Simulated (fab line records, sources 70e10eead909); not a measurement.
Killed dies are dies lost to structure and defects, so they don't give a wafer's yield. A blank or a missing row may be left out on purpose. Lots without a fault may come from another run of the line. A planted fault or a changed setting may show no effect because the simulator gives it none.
fab line records | flow nand_harc
record lots=24 wafers=72 last_day=33
route steps=1302 shown A_WL_FILL@982 A_CONTACT@1049
lots that met no fault: from a run of the same line without faults
start_h: hours from the record's first day to the start of the lot's first wafer shown | wait_h: hours since the lot's step before | " the same as in the row above | L1.1+2: a row that stands for several wafers | - no value, or no start given | * or withheld: withheld | < > ~ a bound
route shown NAME@n: a module of which the file shows steps, and the number in the route of the first | usual: mean/standard deviation of fault-free wafers | same: alike in all rows | chamber/n: place in a boat | sites: the reading at each site | _std_site: their standard deviation | _edge_site: outer sites' mean less inner sites' | radius_mm: how far each site lies from the wafer's centre | mask NAME#n: copy n | behind: the tool/chamber that last shaped the wafer | hold: why the lot was held/for how many hours/how that ended | device: the transistor (n, p or np) that didn't switch | end of line: the same wafers' tests at the end of the route | a step without rows: its recipe alone | killed: dies lost to structure and defects at the first sort, not the wafer's yield | map: a wafer's dies, x killed, . not, _ none there
set.NAME: the setting as run; set.NAME@STEP: as run at that earlier step | model.NAME: the simulator's own value behind a step, which no gauge read
steps of the route over a sample of lots; a table a step, a row a wafer
services: from which hour (start_h, from the record's first day; less than 0 if before it) a tool's chamber was out of use, for how many hours, and why
## steps
# step NHARC_A_WL_FILL_INSPECT_15
# usual raw_defect_count=481/120
# columns lot.wafer tool chamber start_h wait_h raw_defect_count
L075.2 defect_inspect-01 - 492.34 0.0 646
L075.3 " - " " 421
L075.6 " - " " 473
L076.1 defect_inspect-02 - 502.04 0.0 389
L076.4 " - " " 466
L076.6 " - " " 824
L077.1 defect_inspect-01 - 502.18 0.0 432
L077.3 " - " " 459
L077.6 " - " " 382
L074.3 defect_inspect-02 - 502.18 0.0 444
L074.5 " - " " 390
L074.6 " - " " 563
L078.3 defect_inspect-01 - 530.39 0.0 411
L078.4 " - " " 498
L078.5 " - " " 775
L079.3 defect_inspect-02 - 546.56 0.0 397
L079.4 " - " " 411
L079.6 " - " " 508
L080.1 defect_inspect-02 - 555.27 0.0 414
L080.2 " - " " 328
L080.3 " - " " 285
L081.2 defect_inspect-02 - 559.07 0.1 489
L081.3 " - " " 427
L081.6 " - " " 458
L083.1 defect_inspect-01 - 576.18 0.0 464
L083.2 " - " " 519
L083.3 " - " " 578
L082.2 defect_inspect-02 - 580.83 0.0 542
L082.3 " - " " 589
L082.4 " - " " 427
L085.1 defect_inspect-02 - 591.54 0.0 354
L085.3 " - " " 362
L085.4 " - " " 467
L084.1 defect_inspect-02 - 591.56 0.0 613
L084.2 " - " " 582
L084.5 " - " " 488
L087.2 defect_inspect-02 - 602.01 0.0 310
L087.4 " - " " 439
L087.5 " - " " 381
L086.2 defect_inspect-02 - 608.29 0.0 444
L086.3 " - " " 401
L086.5 " - " " 347
L088.1 defect_inspect-02 - 626.42 0.0 475
L088.2 " - " " 316
L088.6 " - " " 371
L089.2 defect_inspect-01 - 626.50 0.0 417
L089.5 " - " " 453
L089.6 " - " " 395
L091.1 defect_inspect-02 - 657.13 0.0 393
L091.5 " - " " 267
L091.6 " - " " 351
L090.2 defect_inspect-02 - 657.33 0.0 425
L090.5 " - " " 603
L090.6 " - " " 544
L094.2 defect_inspect-01 - 675.88 0.0 411
L094.3 " - " " 477
L094.6 " - " " 414
L092.2 defect_inspect-02 - 675.90 0.1 384
L092.3 " - " " 430
L092.4 " - " " 763
L093.1 defect_inspect-01 - 681.14 0.0 690
L093.4 " - " " 655
L093.6 " - " " 538
L095.1 defect_inspect-02 - 704.23 0.0 585
L095.2 " - " " 611
L095.4 " - " " 392
L096.1 defect_inspect-01 - 704.25 0.0 836
L096.2 " - " " 656
L096.6 " - " " 391
L097.1 defect_inspect-01 - 714.74 0.0 471
L097.2 " - " " 489
L097.5 " - " " 515
# step NHARC_A_CONTACT_ETCH_126
# recipe source_w=withheld pressure_mtorr=20 bias_v=3000 time_s=197 target_depth_a=19180 ar_flow_sccm=withheld c4f8_flow_sccm=withheld o2_flow_sccm=withheld chemistry=C4F8/O2/Ar
# columns lot.wafer tool chamber start_h wait_h rf_hours_counter_h
L075.2 har_cap_etch-01 1 515.72 0.1 0
L075.3 " 0 " " -
L075.6 " 0 " " -
L077.1 har_cap_etch-02 1 522.92 0.1 87
L077.3 " 1 " " -
L077.6 " 1 " " -
L076.1 har_cap_etch-03 1 523.00 0.1 46
L076.4 " 0 " " -
L076.6 " 0 " " -
L074.3 har_cap_etch-02 0 525.85 0.1 -
L074.5 " 0 " " -
L074.6 " 1 " " -
L078.3 har_cap_etch-01 0 550.30 0.2 -
L078.4 " 1 " " -
L078.5 " 0 " " -
L079.4 har_cap_etch-02 1 568.62 0.2 -
L079.3 " 0 " " -
L079.6 " 1 " " -
L080.2 har_cap_etch-02 1 580.94 0.1 96
L080.1 " 0 " " 96
L080.3 " 0 " " -
L081.2 har_cap_etch-03 1 584.00 0.1 55
L081.3 " 1 " " -
L081.6 " 0 " " -
L083.1 har_cap_etch-02 1 595.72 0.1 99
L083.2 " 0 " " 99
L083.3 " 1 " " -
L082.2 har_cap_etch-02 0 602.46 0.1 100
L082.4 " 0 " " -
L082.3 " 1 " " -
L085.1 har_cap_etch-02 0 611.16 0.1 102
L085.4 " 0 " " -
L085.3 " 1 " " -
L084.1 har_cap_etch-03 1 612.59 0.1 63
L084.2 " 0 " " 63
L084.5 " 0 " " -
L087.2 har_cap_etch-02 0 622.98 0.1 105
L087.4 " 1 " " -
L087.5 " 1 " " -
L086.2 har_cap_etch-03 1 631.68 0.1 67
L086.3 " 0 " " -
L086.5 " 0 " " -
L088.1 har_cap_etch-02 1 644.48 0.1 109
L088.2 " 0 " " 109
L088.6 " 1 " " -
L089.2 har_cap_etch-01 1 645.61 0.2 26
L089.5 " 0 " " -
L089.6 " 1 " " -
L091.1 har_cap_etch-02 0 679.80 0.1 113
L091.5 " 1 " " -
L091.6 " 0 " " -
L090.2 har_cap_etch-01 0 681.65 0.1 30
L090.6 " 0 " " -
L090.5 " 1 " " -
L094.2 har_cap_etch-01 0 700.40 0.1 33
L094.3 " 1 " " -
L094.6 " 0 " " -
L092.2 har_cap_etch-02 1 701.40 0.1 118
L092.3 " 1 " " -
L092.4 " 0 " " -
L093.1 har_cap_etch-03 0 706.08 0.1 78
L093.4 " 0 " " -
L093.6 " 0 " " -
L095.1 har_cap_etch-02 0 725.36 0.1 122
L095.2 " 1 " " 122
L095.4 " 1 " " -
L096.1 har_cap_etch-03 0 726.55 0.1 84
L096.2 " 1 " " 84
L096.6 " 0 " " -
L097.1 har_cap_etch-02 1 735.71 0.1 124
L097.2 " 0 " " 124
L097.5 " 0 " " -
# step NHARC_A_CONTACT_ETCH_127
# recipe source_w=withheld pressure_mtorr=20 bias_v=3000 time_s=197 target_depth_a=19180 ar_flow_sccm=withheld c4f8_flow_sccm=withheld o2_flow_sccm=withheld chemistry=C4F8/O2/Ar
# columns lot.wafer tool chamber start_h wait_h rf_hours_counter_h
L075.2 har_cap_etch-01 1 515.90 0.1 0
L075.3 " 0 " " -
L075.6 " 0 " " -
L077.1 har_cap_etch-02 1 523.09 0.1 87
L077.3 " 1 " " -
L077.6 " 1 " " -
L076.1 har_cap_etch-03 1 523.18 0.1 46
L076.4 " 0 " " -
L076.6 " 0 " " -
L074.3 har_cap_etch-02 0 526.03 0.1 -
L074.5 " 0 " " -
L074.6 " 1 " " -
L078.3 har_cap_etch-01 0 550.53 0.2 -
L078.4 " 1 " " -
L078.5 " 0 " " -
L079.4 har_cap_etch-02 1 568.85 0.2 -
L079.3 " 0 " " -
L079.6 " 1 " " -
L080.2 har_cap_etch-02 1 581.12 0.1 96
L080.1 " 0 " " 96
L080.3 " 0 " " -
L081.2 har_cap_etch-03 1 584.18 0.1 55
L081.3 " 1 " " -
L081.6 " 0 " " -
L083.1 har_cap_etch-02 1 595.89 0.1 99
L083.2 " 0 " " 99
L083.3 " 1 " " -
L082.2 har_cap_etch-02 0 602.63 0.1 101
L082.4 " 0 " " -
L082.3 " 1 " " -
L085.1 har_cap_etch-02 0 611.34 0.1 102
L085.4 " 0 " " -
L085.3 " 1 " " -
L084.1 har_cap_etch-03 1 612.77 0.1 63
L084.2 " 0 " " 63
L084.5 " 0 " " -
L087.2 har_cap_etch-02 0 623.16 0.1 105
L087.4 " 1 " " -
L087.5 " 1 " " -
L086.2 har_cap_etch-03 1 631.86 0.1 67
L086.3 " 0 " " -
L086.5 " 0 " " -
L088.1 har_cap_etch-02 1 644.66 0.1 110
L088.2 " 0 " " 110
L088.6 " 1 " " -
L089.2 har_cap_etch-01 1 645.84 0.2 26
L089.5 " 0 " " -
L089.6 " 1 " " -
L091.1 har_cap_etch-02 0 679.97 0.1 113
L091.5 " 1 " " -
L091.6 " 0 " " -
L090.2 har_cap_etch-01 0 681.82 0.1 30
L090.6 " 0 " " -
L090.5 " 1 " " -
L094.2 har_cap_etch-01 0 700.57 0.1 33
L094.3 " 1 " " -
L094.6 " 0 " " -
L092.2 har_cap_etch-02 1 701.57 0.1 118
L092.3 " 1 " " -
L092.4 " 0 " " -
L093.1 har_cap_etch-03 0 706.25 0.1 78
L093.4 " 0 " " -
L093.6 " 0 " " -
L095.1 har_cap_etch-02 0 725.54 0.1 123
L095.2 " 1 " " 123
L095.4 " 1 " " -
L096.1 har_cap_etch-03 0 726.73 0.1 84
L096.2 " 1 " " 84
L096.6 " 0 " " -
L097.1 har_cap_etch-02 1 735.89 0.1 124
L097.2 " 0 " " 124
L097.5 " 0 " " -
# step NHARC_A_CONTACT_ETCH_129
# recipe source_w=withheld pressure_mtorr=20 bias_v=3000 time_s=197 target_depth_a=19180 ar_flow_sccm=withheld c4f8_flow_sccm=withheld o2_flow_sccm=withheld chemistry=C4F8/O2/Ar
# columns lot.wafer tool chamber start_h wait_h rf_hours_counter_h
L075.2 har_cap_etch-01 1 516.25 0.1 1
L075.3 " 0 " " -
L075.6 " 0 " " -
L077.1 har_cap_etch-02 1 523.44 0.1 87
L077.3 " 1 " " -
L077.6 " 1 " " -
L076.1 har_cap_etch-03 1 523.53 0.1 46
L076.4 " 0 " " -
L076.6 " 0 " " -
L074.3 har_cap_etch-02 0 526.38 0.1 -
L074.5 " 0 " " -
L074.6 " 1 " " -
L078.3 har_cap_etch-01 0 551.00 0.2 -
L078.4 " 1 " " -
L078.5 " 0 " " -
L079.4 har_cap_etch-02 1 569.33 0.2 -
L079.3 " 0 " " -
L079.6 " 1 " " -
L080.2 har_cap_etch-02 1 581.47 0.1 96
L080.1 " 0 " " 96
L080.3 " 0 " " -
L081.2 har_cap_etch-03 1 584.53 0.1 55
L081.3 " 1 " " -
L081.6 " 0 " " -
L083.1 har_cap_etch-02 1 596.25 0.1 99
L083.2 " 0 " " 99
L083.3 " 1 " " -
L082.2 har_cap_etch-02 0 602.99 0.1 101
L082.4 " 0 " " -
L082.3 " 1 " " -
L085.1 har_cap_etch-02 0 611.69 0.1 103
L085.4 " 0 " " -
L085.3 " 1 " " -
L084.1 har_cap_etch-03 1 613.13 0.1 63
L084.2 " 0 " " 63
L084.5 " 0 " " -
L087.2 har_cap_etch-02 0 623.51 0.1 106
L087.4 " 1 " " -
L087.5 " 1 " " -
L086.2 har_cap_etch-03 1 632.21 0.1 67
L086.3 " 0 " " -
L086.5 " 0 " " -
L088.1 har_cap_etch-02 1 645.02 0.2 110
L088.2 " 0 " " 110
L088.6 " 1 " " -
L089.2 har_cap_etch-01 1 646.32 0.2 27
L089.5 " 0 " " -
L089.6 " 1 " " -
L091.1 har_cap_etch-02 0 680.33 0.1 113
L091.5 " 1 " " -
L091.6 " 0 " " -
L090.2 har_cap_etch-01 0 682.17 0.1 31
L090.6 " 0 " " -
L090.5 " 1 " " -
L094.2 har_cap_etch-01 0 700.93 0.1 34
L094.3 " 1 " " -
L094.6 " 0 " " -
L092.2 har_cap_etch-02 1 701.92 0.1 118
L092.3 " 1 " " -
L092.4 " 0 " " -
L093.1 har_cap_etch-03 0 706.61 0.1 78
L093.4 " 0 " " -
L093.6 " 0 " " -
L095.1 har_cap_etch-02 0 725.89 0.1 123
L095.2 " 1 " " 123
L095.4 " 1 " " -
L096.1 har_cap_etch-03 0 727.08 0.1 85
L096.2 " 1 " " 85
L096.6 " 0 " " -
L097.1 har_cap_etch-02 1 736.24 0.1 125
L097.2 " 0 " " 125
L097.5 " 0 " " -
# step NHARC_A_CONTACT_ETCH_91
# recipe target_depth_a=400 over_etch_frac=0.5 time_s=85.7 ion_energy_ev=120 ch3f_flow_sccm=50 o2_flow_sccm=30 ar_flow_sccm=200 rf_w=500 bias_w=100 chemistry=CH3F/O2
# usual drypump_motor_current_A=5.8/0.41 oes_product_au=0.932/0.024 rf_vpp_V=244.1/1.6 showerhead_plenum_p_Torr=2.43/0.1 throttle_valve_pct=20.663/0.0089
# columns lot.wafer tool chamber start_h wait_h drypump_motor_current_A oes_product_au rf_hours_counter_h rf_vpp_V showerhead_plenum_p_Torr throttle_valve_pct
L075.3 rie_diel-13 1 517.78 0.5 5.9 0.932 48 244.0 2.50 20.682
L075.2 " 2 " " 5.3 0.932 48 242.0 2.33 20.665
L075.6 " 3 " " 5.4 0.939 - 240.6 2.28 20.666
L077.3 rie_diel-08 3 524.95 0.6 5.7 0.930 22 246.2 2.50 20.666
L077.1 " 1 " " 6.0 0.930 23 243.6 2.40 20.682
L077.6 " 2 " " 6.1 0.931 - 242.6 2.31 20.681
L076.1 rie_diel-08 3 525.02 0.7 5.7 0.924 22 245.1 2.50 20.664
L076.4 " 0 " " 6.3 0.916 25 243.5 2.40 20.676
L076.6 " 3 " " 5.7 0.922 - 246.5 2.50 20.657
L074.3 rie_diel-08 2 527.86 0.6 6.1 0.935 21 241.3 2.31 20.671
L074.5 " 3 " " 5.7 0.922 - 242.7 2.50 20.668
L074.6 " 0 " " 6.3 0.937 - 242.8 2.40 20.656
L078.3 rie_diel-13 3 552.79 0.6 5.4 0.927 6 248.1 2.66 20.661
L078.4 " 1 " " 5.9 0.927 7 244.3 2.49 20.665
L078.5 " 0 " " 6.1 0.931 - 243.7 2.36 20.649
L079.4 rie_diel-13 2 571.11 0.6 5.3 0.925 12 243.0 2.32 20.656
L079.3 " 0 " " 6.0 0.940 12 243.1 2.36 20.658
L079.6 " 3 " " 5.4 0.925 - 247.5 2.66 20.661
L080.3 rie_diel-13 2 582.97 0.5 5.3 0.909 18 243.9 2.32 20.673
L080.2 " 3 " " 5.5 0.940 19 245.7 2.65 20.668
L080.1 " 0 " " 6.1 0.940 19 242.2 2.36 20.656
L081.3 rie_diel-08 0 586.03 0.6 6.3 0.914 6 243.2 2.40 20.665
L081.2 " 2 " " 6.1 0.927 5 242.8 2.31 20.673
L081.6 " 1 " " 6.1 0.920 - 243.7 2.40 20.649
L083.1 rie_diel-08 3 597.77 0.7 5.7 0.927 6 243.9 2.49 20.653
L083.3 " 0 " " 6.3 0.928 7 242.9 2.40 20.656
L083.2 " 1 " " 6.0 0.918 5 243.7 2.40 20.660
L082.2 rie_diel-08 2 604.48 0.7 6.1 0.994 8 242.2 2.30 20.661
L082.4 " 0 " " 6.3 0.975 8 242.8 2.39 20.660
L082.3 " 1 " " 6.0 0.982 6 243.5 2.40 20.674
L085.3 rie_diel-13 2 613.20 0.5 5.3 0.916 31 243.5 2.32 20.665
L085.1 " 3 " " 5.4 0.934 31 247.8 2.65 20.676
L085.4 " 0 " " 6.1 0.934 28 242.9 2.35 20.664
L084.2 rie_diel-08 3 614.62 0.6 5.7 0.923 10 245.3 2.49 20.653
L084.1 " 0 " " 6.3 0.915 10 244.1 2.39 20.665
L084.5 " 0 " " 6.3 0.914 - 243.1 2.39 20.674
L087.4 rie_diel-08 2 625.01 0.6 6.1 0.928 12 242.1 2.30 20.682
L087.2 " 3 " " 5.7 0.924 11 246.2 2.49 20.663
L087.5 " 0 " " 6.3 0.918 - 243.3 2.39 20.673
L086.3 rie_diel-08 0 633.74 0.5 6.3 0.908 13 243.1 2.39 20.660
L086.2 " 1 " " 6.0 0.924 11 243.5 2.39 20.655
L086.5 " 3 " " 5.7 0.930 - 245.3 2.49 20.670
L088.1 rie_diel-08 2 646.51 0.7 6.1 0.931 15 242.6 2.30 20.652
L088.2 " 0 " " 6.3 0.921 14 244.0 2.39 20.660
L088.6 " 3 " " 5.7 0.916 - 243.0 2.49 20.661
L089.2 rie_diel-08 1 648.16 0.8 6.0 0.925 13 243.4 2.39 20.675
L089.5 " 0 " " 6.3 0.913 - 244.6 2.39 20.660
L089.6 " 1 " " 6.0 0.915 - 244.3 2.39 20.670
L091.1 rie_diel-13 3 681.81 0.7 5.4 0.937 49 247.7 2.64 20.657
L091.5 " 2 " " 5.3 0.926 - 241.6 2.31 20.645
L091.6 " 3 " " 5.4 0.941 - 248.7 2.64 20.661
L090.2 rie_diel-13 3 683.68 0.7 5.4 0.933 49 246.2 2.64 20.660
L090.6 " 3 " " 5.4 0.942 - 248.2 2.64 20.655
L090.5 " 0 " " 6.0 0.936 - 242.3 2.35 20.667
L094.2 rie_diel-08 3 702.45 0.7 5.7 0.921 20 245.3 2.49 20.662
L094.3 " 0 " " 6.3 0.916 21 243.4 2.39 20.656
L094.6 " 2 " " 6.1 0.937 - 241.5 2.30 20.665
L092.2 rie_diel-02 0 703.42 0.7 5.3 0.923 48 246.2 2.49 20.662
L092.4 " 1 " " 6.4 0.921 44 246.4 2.62 20.669
L092.3 " 2 " " 5.4 0.927 43 244.4 2.42 20.661
L093.1 rie_diel-13 1 708.09 0.7 5.9 1.016 0 244.7 2.47 20.663
L093.4 " 3 " " 5.4 1.014 0 247.7 2.64 20.662
L093.6 " 0 " " 6.0 1.016 - 243.1 2.34 20.644
L095.4 rie_diel-02 1 727.42 0.5 6.4 0.917 50 245.7 2.62 20.660
L095.2 " 2 " " 5.4 0.925 52 244.1 2.42 20.663
L095.1 " 3 " " 4.7 0.922 56 245.7 2.44 20.670
L096.2 rie_diel-02 2 728.57 0.6 5.4 0.921 52 244.2 2.42 20.667
L096.1 " 1 " " 6.4 0.914 50 246.0 2.62 20.654
L096.6 " 2 " " 5.4 0.925 - 243.8 2.42 20.668
L097.2 rie_diel-02 1 737.74 0.6 6.4 0.911 54 245.8 2.62 20.658
L097.1 " 0 " " 5.2 0.929 58 245.7 2.49 20.653
L097.5 " 2 " " 5.4 0.933 - 244.6 2.42 20.661
# step NHARC_A_CONTACT_STRIP_82
# recipe o2_flow_sccm=500 ar_flow_sccm=0 bias_w=0 chemistry=O2
# usual drypump_motor_current_A=5.9/0.38 oes_product_au=1.000/0.011 rf_vpp_V=57.6/0.9 showerhead_plenum_p_Torr=3.47/0.13 throttle_valve_pct=17.036/0.0083
# columns lot.wafer tool chamber start_h wait_h drypump_motor_current_A oes_product_au rf_hours_counter_h rf_vpp_V showerhead_plenum_p_Torr throttle_valve_pct
L075.3 rie_diel-13 2 - - 5.4 1.002 48 58.7 3.35 17.028
L075.2 " 3 " " 5.4 1.000 48 57.4 3.28 17.027
L075.6 " 1 " " 5.9 1.008 - 58.5 3.58 17.043
L077.1 rie_diel-08 1 - - 6.0 1.017 23 57.5 3.45 17.035
L077.3 " 3 " " 5.7 1.005 22 56.3 3.58 17.049
L077.6 " 1 " " 6.0 1.018 - 58.2 3.45 17.037
L074.3 rie_diel-08 1 - - 6.0 1.012 24 57.8 3.45 17.023
L074.6 " 0 " " 6.3 1.007 - 58.0 3.45 17.051
L074.5 " 1 " " 6.0 1.017 - 58.4 3.45 17.023
L076.4 rie_diel-02 2 - - 5.4 1.015 36 57.8 3.51 17.050
L076.1 " 3 " " 4.7 1.006 42 58.5 3.54 17.032
L076.6 " 3 " " 4.7 0.995 - 57.7 3.54 17.048
L078.3 rie_diel-13 0 - - 6.1 1.017 7 57.3 3.39 17.042
L078.4 " 3 " " 5.5 1.017 6 58.1 3.80 17.031
L078.5 " 0 " " 6.1 1.011 - 56.7 3.39 17.028
L079.3 rie_diel-13 2 - - 5.3 0.984 12 56.8 3.34 17.038
L079.4 " 3 " " 5.5 1.011 11 58.6 3.80 17.042
L079.6 " 3 " " 5.5 1.011 - 57.2 3.80 17.032
L080.2 rie_diel-08 0 - - 6.3 0.980 6 56.8 3.44 17.029
L080.1 " 1 " " 6.0 0.991 3 58.2 3.44 17.034
L080.3 " 2 " " 6.1 1.008 5 56.5 3.32 17.038
L081.2 rie_diel-13 2 - - 5.3 0.979 20 56.2 3.34 17.038
L081.3 " 3 " " 5.4 1.013 21 57.8 3.80 17.042
L081.6 " 1 " " 5.9 1.001 - 57.8 3.57 17.042
L083.1 rie_diel-02 1 - - 6.4 1.001 6 58.5 3.77 17.032
L083.3 " 3 " " 4.8 0.998 5 56.7 3.52 17.041
L083.2 " 0 " " 5.3 1.011 5 57.6 3.60 17.022
L082.4 rie_diel-08 0 - - 6.3 0.982 8 57.8 3.44 17.032
L082.3 " 1 " " 6.0 0.985 6 59.4 3.44 17.037
L082.2 " 2 " " 6.2 1.013 8 56.9 3.31 17.039
L085.1 rie_diel-08 2 - - 6.2 1.015 11 57.7 3.31 17.041
L085.4 " 0 " " 6.3 1.002 10 56.7 3.44 17.029
L085.3 " 1 " " 6.0 1.001 8 57.6 3.44 17.037
L084.1 rie_diel-08 1 - - 6.0 0.993 8 57.1 3.44 17.020
L084.2 " 3 " " 5.7 0.999 10 58.0 3.57 17.048
L084.5 " 1 " " 6.0 0.986 - 58.5 3.44 17.033
L087.2 rie_diel-08 1 - - 6.0 0.981 9 57.9 3.44 17.039
L087.4 " 0 " " 6.3 0.980 11 57.2 3.44 17.036
L087.5 " 1 " " 6.0 0.974 - 57.1 3.44 17.041
L086.3 rie_diel-08 0 - - 6.3 1.008 13 57.3 3.44 17.029
L086.2 " 2 " " 6.2 1.019 14 57.0 3.31 17.034
L086.5 " 3 " " 5.7 1.005 - 57.3 3.57 17.027
L088.1 rie_diel-08 2 - - 6.1 1.010 16 56.6 3.31 17.031
L088.2 " 3 " " 5.7 0.993 14 57.8 3.57 17.024
L088.6 " 2 " " 6.2 1.008 - 58.0 3.31 17.040
L089.2 rie_diel-08 0 - - 6.3 0.985 15 56.6 3.44 17.042
L089.6 " 1 " " 6.0 0.982 - 57.6 3.44 17.046
L089.5 " 2 " " 6.1 1.023 - 56.6 3.31 17.019
L091.1 rie_diel-08 1 - - 6.1 0.980 17 56.9 3.44 17.026
L091.5 " 2 " " 6.1 1.006 - 57.4 3.31 17.043
L091.6 " 0 " " 6.3 0.990 - 56.7 3.43 17.038
L090.2 rie_diel-08 1 - - 6.0 0.986 17 59.5 3.44 17.028
L090.6 " 2 " " 6.1 1.005 - 56.9 3.31 17.050
L090.5 " 3 " " 5.8 1.000 - 56.4 3.57 17.041
L094.3 rie_diel-08 1 - - 6.0 0.986 20 56.1 3.43 17.035
L094.2 " 2 " " 6.1 1.006 22 57.5 3.31 17.038
L094.6 " 1 " " 6.0 0.985 - 57.0 3.43 17.045
L092.3 rie_diel-08 2 - - 6.1 1.011 22 56.9 3.31 17.033
L092.2 " 3 " " 5.7 1.002 20 57.8 3.57 17.043
L092.4 " 0 " " 6.3 0.993 21 57.3 3.43 17.044
L093.1 rie_diel-13 1 - - 5.9 0.999 0 58.9 3.55 17.027
L093.4 " 2 " " 5.3 0.997 0 56.9 3.32 17.039
L093.6 " 1 " " 5.9 1.004 - 57.6 3.55 17.046
L095.1 rie_diel-13 1 - - 5.9 1.013 7 57.5 3.55 17.030
L095.2 " 2 " " 5.3 1.000 7 57.6 3.31 17.036
L095.4 " 3 " " 5.4 0.997 6 58.5 3.77 17.035
L096.1 rie_diel-02 1 - - 6.4 0.994 50 58.7 3.75 17.034
L096.2 " 0 " " 5.3 1.011 54 58.5 3.57 17.031
L096.6 " 2 " " 5.4 1.007 - 58.5 3.47 17.052
L097.1 rie_diel-08 3 - - 5.7 1.003 2 58.2 3.56 17.039
L097.2 " 0 " " 6.3 0.992 2 56.7 3.43 17.045
L097.5 " 0 " " 6.3 0.990 - 58.2 3.43 17.052
## services
# columns tool chamber start_h hours kind
har_cap_etch-01 - 497.00 17.0 pm
rie_diel-02 0 499.98 5.0 repair
rie_diel-08 0 500.23 - clean
rie_diel-08 1 500.23 - clean
rie_diel-08 2 500.23 - clean
rie_diel-08 3 500.23 - clean
rie_diel-13 - 521.23 9.0 pm
rie_diel-08 0 524.73 - clean
rie_diel-08 1 524.73 - clean
rie_diel-08 2 524.73 - clean
rie_diel-08 3 524.73 - clean
rie_diel-08 - 544.80 9.0 pm
rie_diel-08 0 544.80 9.0 vent_cycle
rie_diel-08 1 544.80 9.0 vent_cycle
rie_diel-08 2 544.80 9.0 vent_cycle
rie_diel-08 3 544.80 9.0 vent_cycle
rie_diel-08 1 569.57 13.0 repair
rie_diel-13 0 585.30 4.4 repair
har_cap_etch-02 - 651.24 0.8 repair
rie_diel-08 3 681.75 2.5 repair
har_cap_etch-02 - 692.09 0.7 repair
rie_diel-13 - 698.23 9.0 pm
rie_diel-13 3 717.44 7.6 repair
rie_diel-08 - 721.96 9.0 pm
## key
fault none
